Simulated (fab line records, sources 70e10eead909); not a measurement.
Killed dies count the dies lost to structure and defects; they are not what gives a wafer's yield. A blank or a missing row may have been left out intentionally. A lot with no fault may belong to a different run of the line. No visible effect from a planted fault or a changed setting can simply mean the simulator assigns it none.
fab line records    flow nandHarc
[record] lots = 6  wafers = 18  lastDay = 33
route steps=1302 shown A_M0@1164 A_M1@1169
lots that met no fault: from a run of the same line without faults
startH: hours from the record's opening day to when the first of the lot's shown wafers began    waitH: hours since the lot's step before    " repeats the value in the row above    L1.1+2: one row covering several wafers at once    - no value, or no start given    * or withheld: withheld    < > ~ a bound
route shown NAME@n: a module of which the file shows steps, and the number in the route of the first    usual: mean/standard deviation of fault-free wafers    same: alike in all rows    chamber/n: place in a boat    sites: each site's reading    _std_site: how widely they spread, as a standard deviation    _edge_site: outer sites' mean less inner sites'    radiusMm: how far each site lies from the wafer's centre    mask NAME#n: copy n    behind: the tool/chamber that last shaped the wafer    hold: why the lot went on hold/how many hours it stayed there/how the hold came to an end    device: which transistor (n, p or np) failed to switch    end of line: the route-end tests of the same wafers    where a step has no rows: the recipe by itself    killed: dies lost to structure and defects at the first sort, not the wafer's yield    map: shows each die of a wafer: x if killed, . if not, _ if none is there
set.NAME: the setting as run; set.NAME@STEP: as run at that earlier step    model.NAME: the simulator's own value behind a step, which no gauge read
lots seen at some steps along the route; tables by step, rows by wafer
services: when a tool's chamber went out of use (startH, in hours from the record's first day, below 0 if earlier), for how many hours, and the reason
[[steps]]
[step NHARC_A_M0_SRD_25]
[step NHARC_A_M0_INSPECT_27]
[usual] rawDefectCount = 515/130
lot.wafer  tool              chamber  startH  waitH  rawDefectCount
L625.1     defectInspect-01  -        586.00  0.0    563
L625.4     "                 -        "       "      440
L625.6     "                 -        "       "      614
L632.1     defectInspect-01  -        642.59  0.0    433
L632.2     "                 -        "       "      436
L632.4     "                 -        "       "      587
L638.2     defectInspect-02  -        711.84  0.0    665
L638.3     "                 -        "       "      540
L638.4     "                 -        "       "      480
L639.3     defectInspect-01  -        719.66  0.0    616
L639.4     "                 -        "       "      602
L639.6     "                 -        "       "      467
L640.1     defectInspect-01  -        734.47  0.0    486
L640.3     "                 -        "       "      679
L640.6     "                 -        "       "      473
L642.1     defectInspect-01  -        753.61  0.0    415
L642.4     "                 -        "       "      556
L642.5     "                 -        "       "      530
[step NHARC_A_M0_PRE_CLEAN_31]
[recipe] timeS = 12  tempC = 370  rfPowerW = 300  gas = NH3
[usual] heaterPowerW = 640/81
lot.wafer  tool      chamber  startH  waitH  heaterPowerW
L625.1     pecvd-02  0        586.10  0.1    614
L625.6     "         1        "       "      675
L625.4     "         0        "       "      616
L632.1     pecvd-02  1        642.69  0.1    645
L632.2     "         2        "       "      639
L632.4     "         2        "       "      638
L638.2     pecvd-02  0        711.92  0.1    716
L638.3     "         1        "       "      683
L638.4     "         2        "       "      703
L639.3     pecvd-01  1        719.73  0.1    589
L639.4     "         1        "       "      587
L639.6     "         0        "       "      651
L640.1     pecvd-02  0        734.53  0.1    725
L640.3     "         1        "       "      697
L640.6     "         0        "       "      707
L642.1     pecvd-02  2        753.71  0.1    714
L642.4     "         0        "       "      756
L642.5     "         1        "       "      636
[step NHARC_A_M0_DEP_32]
[recipe] targetThkA = 300  tempC = 370  targetThkNm = 30  pressureTorr = 3  flowSccm = 200  rfW = 450  material = SiCN
[usual] heaterPowerW = 596/85
lot.wafer  tool      chamber  startH  waitH  heaterPowerW
L625.1     pecvd-02  0        586.24  0.1    657
L625.6     "         1        "       "      592
L625.4     "         0        "       "      645
L632.1     pecvd-02  1        642.77  0.1    621
L632.2     "         2        "       "      687
L632.4     "         2        "       "      678
L638.2     pecvd-02  0        712.03  0.1    574
L638.3     "         1        "       "      656
L638.4     "         2        "       "      688
L639.3     pecvd-01  1        719.80  0.1    523
L639.4     "         1        "       "      511
L639.6     "         0        "       "      558
L640.1     pecvd-02  0        734.61  0.1    684
L640.3     "         1        "       "      540
L640.6     "         0        "       "      693
L642.1     pecvd-02  2        753.85  0.1    644
L642.4     "         0        "       "      690
L642.5     "         1        "       "      606
[step NHARC_A_M1_DEP_00]
[recipe] targetThkA = 1825  targetThkNm = 182.5  tempC = withheld  pressureTorr = 5  flowSccm = 200  rfW = 600  material = SiOC
[step NHARC_A_M1_DEHYDRATE_01]
[recipe] tempC = 150  timeS = 120
[step NHARC_A_M1_HMDS_02]
[recipe] timeS = 30
[step NHARC_A_M1_COAT_34]
[recipe] tempC = 200  timeS = 65
[step NHARC_A_M1_COAT_03]
[recipe] spinRpm = 1500  resistThkNm = 90
[step NHARC_A_M1_SOFTBAKE_04]
[recipe] tempC = 105  timeS = 55
[step NHARC_A_M1_EBR_05]
[step NHARC_A_M1_EXPOSE_06]
[recipe] na = 1.35  targetCdNm = 120  doseMj = 75.13  maskId = A_M1
[usual] reticleTempC = 22.98/0.1
lot.wafer  tool            chamber  startH  waitH  mask    reticleTempC  model.A_M1.overlayXNm
L625.1     arfiScanner-02  0        587.11  -      A_M1#0  22.88         -0.3214
L625.4     "               0        "       "      A_M1#0  23.03         -0.3214
L625.6     "               0        "       "      A_M1#0  22.93         -0.3214
L632.1     arfiScanner-03  0        643.76  -      A_M1#0  22.92         -0.9127
L632.2     "               0        "       "      A_M1#0  22.94         -0.9127
L632.4     "               0        "       "      A_M1#0  22.91         -0.9127
L638.2     arfiScanner-02  0        712.95  -      A_M1#0  23.01         39.15
L638.3     "               0        "       "      A_M1#0  22.95         39.15
L638.4     "               0        "       "      A_M1#0  22.86         39.15
L639.3     arfiScanner-02  0        720.80  -      A_M1#0  23.00         39.42
L639.4     "               0        "       "      A_M1#0  22.94         39.42
L639.6     "               0        "       "      A_M1#0  22.90         39.42
L640.1     arfiScanner-03  0        735.69  -      A_M1#0  23.00         0.3185
L640.3     "               0        "       "      A_M1#0  22.97         0.3185
L640.6     "               0        "       "      A_M1#0  23.03         0.3185
L642.1     arfiScanner-03  0        754.74  -      A_M1#0  22.95         -0.7371
L642.4     "               0        "       "      A_M1#0  22.91         -0.7371
L642.5     "               0        "       "      A_M1#0  23.01         -0.7371
[step NHARC_A_M1_PEB_07]
[recipe] pebTempC = 100  pebTimeS = 65
[step NHARC_A_M1_DEVELOP_08]
[recipe] developTimeS = 35  devTempC = 23
[step NHARC_A_M1_CD_MEAS_09]
[recipe] targetCdNm = 120  landingEnergyEv = 500
[usual] cdNm = 120.0/0.54
[same] landingEnergyEv = 500
lot.wafer  tool      chamber  startH  waitH  cdNm
L625.1     cdSem-01  0        587.25  -      119.4
L625.4     "         0        "       "      118.9
L625.6     "         0        "       "      118.9
L632.1     cdSem-01  0        643.90  -      120.3
L632.2     "         0        "       "      119.9
L632.4     "         0        "       "      120.5
L638.2     cdSem-01  0        713.09  -      119.8
L638.3     "         0        "       "      120.6
L638.4     "         0        "       "      119.8
L639.3     cdSem-01  0        720.93  -      119.1
L639.4     "         0        "       "      119.6
L639.6     "         0        "       "      119.9
L640.1     cdSem-01  0        735.83  -      120.9
L640.3     "         0        "       "      119.9
L640.6     "         0        "       "      119.8
L642.1     cdSem-02  0        754.88  -      120.2
L642.4     "         0        "       "      120.7
L642.5     "         0        "       "      120.0
[step NHARC_A_M1_OVL_MEAS_10]
[recipe] pitchNm = 240
[usual] overlayXNm = -0.3/0.76  overlayYNm = 0.1/0.91
lot.wafer  tool        chamber  startH  waitH  overlayXNm  overlayYNm
L625.1     overlay-01  -        587.34  -      -0.6        -0.1
L625.4     "           -        "       "      0.1         -0.2
L625.6     "           -        "       "      -0.6        0.1
L632.1     overlay-01  -        643.99  -      -1.0        1.5
L632.2     "           -        "       "      -0.9        1.4
L632.4     "           -        "       "      -1.1        1.1
L638.2     overlay-02  -        713.18  -      38.8        -0.7
L638.3     "           -        "       "      39.2        -1.5
L638.4     "           -        "       "      39.2        -1.4
L639.3     overlay-02  -        721.01  -      39.1        -0.7
L639.4     "           -        "       "      39.9        -1.1
L639.6     "           -        "       "      40.2        -1.4
L640.1     overlay-01  -        735.92  -      -0.2        -0.5
L640.3     "           -        "       "      0.6         0.1
L640.6     "           -        "       "      0.2         -0.4
L642.1     overlay-02  -        754.97  -      -1.2        -2.0
L642.4     "           -        "       "      -1.3        -1.5
L642.5     "           -        "       "      -0.8        -1.3
[step NHARC_A_M1_INSPECT_11]
[usual] rawDefectCount = 84/39
lot.wafer  tool              chamber  startH  waitH  rawDefectCount
L625.1     defectInspect-02  -        587.38  0.0    59
L625.4     "                 -        "       "      78
L625.6     "                 -        "       "      63
L632.1     defectInspect-01  -        644.02  0.0    89
L632.2     "                 -        "       "      91
L632.4     "                 -        "       "      89
L638.2     defectInspect-01  -        713.21  0.0    132
L638.3     "                 -        "       "      131
L638.4     "                 -        "       "      104
L639.3     defectInspect-01  -        721.05  0.0    33
L639.4     "                 -        "       "      32
L639.6     "                 -        "       "      39
L640.1     defectInspect-01  -        735.96  0.0    67
L640.3     "                 -        "       "      80
L640.6     "                 -        "       "      70
L642.1     defectInspect-01  -        755.01  0.0    45
L642.4     "                 -        "       "      43
L642.5     "                 -        "       "      52
[[services]]
tool            chamber  startH  hours  kind
arfiScanner-03  -        580.48  -      calibration
pecvd-02        -        590.62  13.0   pm
pecvd-02        0        590.62  13.0   ventCycle
pecvd-02        1        590.62  13.0   ventCycle
pecvd-02        2        590.62  13.0   ventCycle
pecvd-02        0        603.62  -      clean
pecvd-02        1        603.62  -      clean
pecvd-02        2        603.62  -      clean
arfiScanner-03  0        609.11  -      calibration
pecvd-01        2        653.45  14.0   repair
arfiScanner-02  0        656.02  -      calibration
arfiScanner-02  -        657.88  4.0    pm
pecvd-01        -        673.45  13.0   pm
pecvd-01        0        673.45  13.0   ventCycle
pecvd-01        1        673.45  13.0   ventCycle
pecvd-01        2        673.45  13.0   ventCycle
pecvd-02        0        674.74  9.3    repair
arfiScanner-02  -        677.85  0.8    repair
pecvd-01        0        686.45  -      clean
pecvd-01        1        686.45  -      clean
pecvd-01        2        686.45  -      clean
arfiScanner-03  -        712.00  4.0    pm
arfiScanner-02  -        722.25  0.9    repair
pecvd-02        -        728.84  0.9    repair
[[key]]
[firstSign] step = NHARC_A_M1_OVL_MEAS_10  reading = overlayXNm  direction = up  sigmas = 52  usual = -0.3  struck = 39.4
effect none on later readings
[modelEffect] step = NHARC_A_M1_EXPOSE_06  value = A_M1.overlayXNm  without = -0.4198  struck = 39.29
metAt NHARC_A_M1_EXPOSE_06
struckWafers L638.2,L638.3,L638.4,L639.3,L639.4,L639.6
onsetBetween 587.11 712.95
[fault] kind = scannerMatchingOverlay  tool = arfiScanner-02  chamber = -  onsetH = 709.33  steps = NHARC_A_M1_EXPOSE_06  offset = 39.708
